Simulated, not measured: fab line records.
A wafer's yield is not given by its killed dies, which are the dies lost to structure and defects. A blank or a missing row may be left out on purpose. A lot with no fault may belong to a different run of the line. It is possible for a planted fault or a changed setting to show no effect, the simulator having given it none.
2 desks, one fault | flow n5 finfet | each desk holds nothing but its own numbers, with what lay behind them at the end

## FOR THE TOOL OWNER'S DESK: ald metal-01
The tool's own readings at N5_BEOL_M5_ALD_86 (deposits TaN, pulse time 2 s, purge time 3 s, co reactant purge time 2 s): means of the sampled wafers that have a number, for each lot that ran on this tool. Marked OUT: a lot whose mean sits more than 4 standard deviations from the usual mean, which makes it out of limits; the brackets give that distance.
Columns: A = heater power w at N5_BEOL_M5_ALD_86, usual 423 W; B = precursor vessel temp c at N5_BEOL_M5_ALD_86, usual 75.01 C
lot  | first seen here | A   | B
L990 | day 11 19:16    | 395 | 75.13
L994 | day 12 21:29    | 440 | 75.01
L997 | day 13 17:58    | 419 | 75.02
L998 | day 13 22:35    | 410 | 74.89
Result from this desk: across the 4 lots, nothing is out of limits.

## FROM THE METROLOGY DESK
Lot by lot, what the gauges showed, no matter which tool ran the lot: averages of those sampled wafers that carry a number. Marked OUT: a lot whose mean sits more than 4 standard deviations from the usual mean, which makes it out of limits; the brackets give that distance. Of its 25 readings 7 are shown: those that lie furthest out on some lot.
Columns: A = COMB_M10 at N5_BEOL_M15_RC_MEAS_101, usual 1.6e-11 S/m; B = COMB_M14 at N5_BEOL_M15_RC_MEAS_101, usual 3.5e-12 S/m; C = SERP_M10 at N5_BEOL_M15_RC_MEAS_101, usual 3.07 ohm/um; D = SERP_M11 at N5_BEOL_M15_RC_MEAS_101, usual 3.10 ohm/um; E = SERP_M5 at N5_BEOL_M15_RC_MEAS_101, usual 39.4 ohm/um; F = SERP_M5_max_site at N5_BEOL_M15_RC_MEAS_101, usual 40.8 ohm/um; G = SERP_M6 at N5_BEOL_M15_RC_MEAS_101, usual 13.7 ohm/um
lot  | first seen here | A       | B       | C    | D    | E    | F    | G
L979 | day 9 13:35     | 1.4e-11 | 3.1e-12 | 3.00 | 2.95 | 40.1 | 41.9 | 13.7
L983 | day 11 09:37    | 1.2e-11 | 2.6e-12 | 3.07 | 2.96 | 39.7 | 41.4 | 13.3
L990 | day 11 17:48    | 1.1e-11 | 3.5e-12 | 3.04 | 3.20 | 39.8 | 41.2 | 12.5
L994 | day 12 20:04    | 1.2e-11 | 2.1e-12 | 3.00 | 3.10 | 40.4 | 41.8 | 13.9
L997 | day 13 15:49    | 1.4e-11 | 1.8e-12 | 3.19 | 3.20 | 46.9 | 48.8 | 13.4
L998 | day 13 21:10    | 9.0e-12 | 3.8e-12 | 2.98 | 3.06 | 40.1 | 40.7 | 13.9
L999 | day 13 22:51    | 1.6e-11 | 4.9e-12 | 3.01 | 2.96 | 40.2 | 41.1 | 14.7
L102 | day 14 15:05    | 1.6e-11 | 3.5e-12 | 3.19 | 3.04 | 38.7 | 40.5 | 13.7
Result from this desk: across the 8 lots, nothing is out of limits.

## BROUGHT TOGETHER
The desk of the tool owner found nothing out of limits.
The metrology desk saw nothing out of limits.

## WHAT THE SIMULATOR PUT IN
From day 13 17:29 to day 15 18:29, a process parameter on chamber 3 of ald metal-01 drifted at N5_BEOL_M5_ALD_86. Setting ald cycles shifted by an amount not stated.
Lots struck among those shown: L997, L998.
